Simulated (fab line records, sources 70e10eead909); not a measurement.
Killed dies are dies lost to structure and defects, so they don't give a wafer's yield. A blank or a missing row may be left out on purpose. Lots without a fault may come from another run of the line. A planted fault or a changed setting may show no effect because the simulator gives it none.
Problem report in the 8D (eight disciplines) form, filled by code | flow nand_harc | the parts of the form that need people (team, actions taken, sign-off) are left out

1. THE PROBLEM
killed_at_array at NHARC_END_SORT_01 reads a mean of 672 on 1 wafer of 1 lot; wafers without a fault read 55 with a standard deviation of 17. That is +36 standard deviations from the usual mean.
First seen on wafer L798.4, day 32 23:21, on prober-02. The record holds 3 wafers of 1 lot with a number at this step. Rule for "out", or "out of limits": more than 4 standard deviations from the usual mean. The other wafers with a number count as sound.

2. WHAT IT IS AND WHAT IT IS NOT
question                    | is                                                 | is not
which readings at this step | killed_at_array, defect_limited_yield, killed_dies | killed_at_other, killed_at_periphery, killed_open, killed_short
which lots                  | L798                                               | -
which wafers of those lots  | L798.4                                             | L798.1, L798.3
read on which gauges        | prober-02                                          | -
when                        | from day 32 23:21                                  | up to then (2 sound wafers)

3. SUSPECTS, AND WHAT RULES EACH OUT
Counting: a tool at a process step up to the reading stays a suspect if it ran every lot that is out. Sound lots after the first of them don't rule it out here, since some wafers of a struck lot are sound.
- the gauge at NHARC_END_SORT_01: kept. All the wafers that are out were read on prober-02, and no step on other tools shows them out.
- pvd_sputter-01 at NHARC_A_BONDPAD_PRE_CLEAN_26 (time 30 s): kept. It ran the lot that is out, L798 (day 31 10:37). NHARC_A_BONDPAD_PRE_CLEAN_26 gives no start for some lots, so the hours and the order of its lots are those of NHARC_A_BONDPAD_PVD_27.
- pvd_sputter-01 at NHARC_A_BONDPAD_PVD_27 (deposits Cu, target thk 30 nm, time 20.49 s): kept. It ran the lot that is out, L798 (day 31 10:37).
- rie_diel-03 at NHARC_THIN_TSV_ETCH_44 (etches the open film in CF4/O2, target depth 1594.2 nm, time 797.1 s): kept. It ran the lot that is out, L798 (day 32 04:20).
Left after counting: pvd_sputter-01 at NHARC_A_BONDPAD_PRE_CLEAN_26, pvd_sputter-01 at NHARC_A_BONDPAD_PVD_27, rie_diel-03 at NHARC_THIN_TSV_ETCH_44, prober-02 at NHARC_END_SORT_01.

4. THE CAUSE (what the simulator had put in)
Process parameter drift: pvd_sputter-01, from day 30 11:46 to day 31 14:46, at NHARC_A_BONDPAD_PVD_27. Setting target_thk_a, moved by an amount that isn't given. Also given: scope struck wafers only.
Counting left 4 suspects, and this tool is among them.

5. THE CHAIN OF EFFECTS, in route order
Each row: a reading whose mean over the struck wafers that have a number lies more than 3 standard deviations from the usual. Only readings for which the record gives a usual standard deviation are gone through. hours: the time from each lot's start at the first step in this table that gives one to its start at this step, as a median over the lots. sigmas: the change in usual standard deviations.
hours | step              | reading              | usual  | on struck wafers | change | sigmas
0     | NHARC_END_SORT_01 | defect_limited_yield | 91.2 % | 0.0              | -91.2  | -35
0     | NHARC_END_SORT_01 | killed_at_array      | 55     | 672              | +617   | +36
0     | NHARC_END_SORT_01 | killed_dies          | 60     | 677              | +617   | +34

6. WHAT WOULD HAVE CAUGHT IT SOONER
In this record the first reading out of limits at a measuring or inspecting step was taken at day 32 23:21, 60 hours after the fault began at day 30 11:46.
Of the tool readings at NHARC_A_BONDPAD_PVD_27 for which the record gives a usual standard deviation, none was out on any struck wafer, so an alarm limit of 4 standard deviations on them would not have fired.
All the lots that are out (1) had begun NHARC_A_BONDPAD_PVD_27 on pvd_sputter-01 by day 32 23:21. A hold on the tool at that time would have spared none of them.
